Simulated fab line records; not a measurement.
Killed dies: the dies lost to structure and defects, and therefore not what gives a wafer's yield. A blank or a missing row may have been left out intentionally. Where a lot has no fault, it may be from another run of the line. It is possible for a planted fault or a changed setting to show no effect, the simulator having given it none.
Matching of chambers ; flow nand harc ; NHARC_A_BLC_ALD_23 on ald metal-03 has 4 sister chambers
The step deposits TiN, target thk 3 nm, pulse time 1 s, ald cycles 150. 8 wafers are shown with their chamber, then 12 later ones without.

== WAFERS WITH THEIR CHAMBER ==
wafer;chamber;heater power w (W);precursor pulse height rel
L085.2;2;1090;0.985
L085.4;0;936;0.991
L085.6;2;1110;1.003
L085.1;1;865;0.990
L085.5;3;1057;0.989
L084.1;3;1046;0.999
L084.5;1;889;0.967
L084.6;0;953;1.007

== WAFERS MISSING THEIR CHAMBER ==
wafer;heater power w (W);precursor pulse height rel
L090.2;925;0.982
L090.4;904;1.009
L090.5;972;1.001
L093.3;911;0.983
L093.4;1033;1.018
L093.6;916;0.989
L093.1;839;0.987
L093.2;1056;1.013
L093.5;1041;1.010
L096.1;1042;0.991
L096.3;819;1.019
L096.5;1057;1.005

== THE CHAMBER EACH PASSED THROUGH ==
wafer;from the rows above;in truth
L090.2;can't be placed: 0 or 1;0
L090.4;can't be placed: 0 or 1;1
L090.5;0;0
L093.3;can't be placed: 1 or 0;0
L093.4;3;3
L093.6;can't be placed: 0 or 1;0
L093.1;1;1
L093.2;3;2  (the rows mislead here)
L093.5;3;3
L096.1;3;3
L096.3;1;1
L096.5;3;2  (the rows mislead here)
6 of 12 placed correctly. Not placeable from these rows: 4 (in 4, the candidates include the true chamber). Placed wrongly: 2.
How it was worked out, from the rows above alone: a wafer's distance from a chamber is the root of the sum, over the readings, of the square of ((its reading less the chamber's mean) divided by the reading's scatter). The wafer belongs to the nearest chamber; if the next one is less than 2 further off, it can't be placed. Each chamber's mean is taken over the wafers shown for it. The scatter: take each reading less its chamber's mean, square it, sum over the shown wafers, divide by the number of wafers less the number of chambers, and take the root.
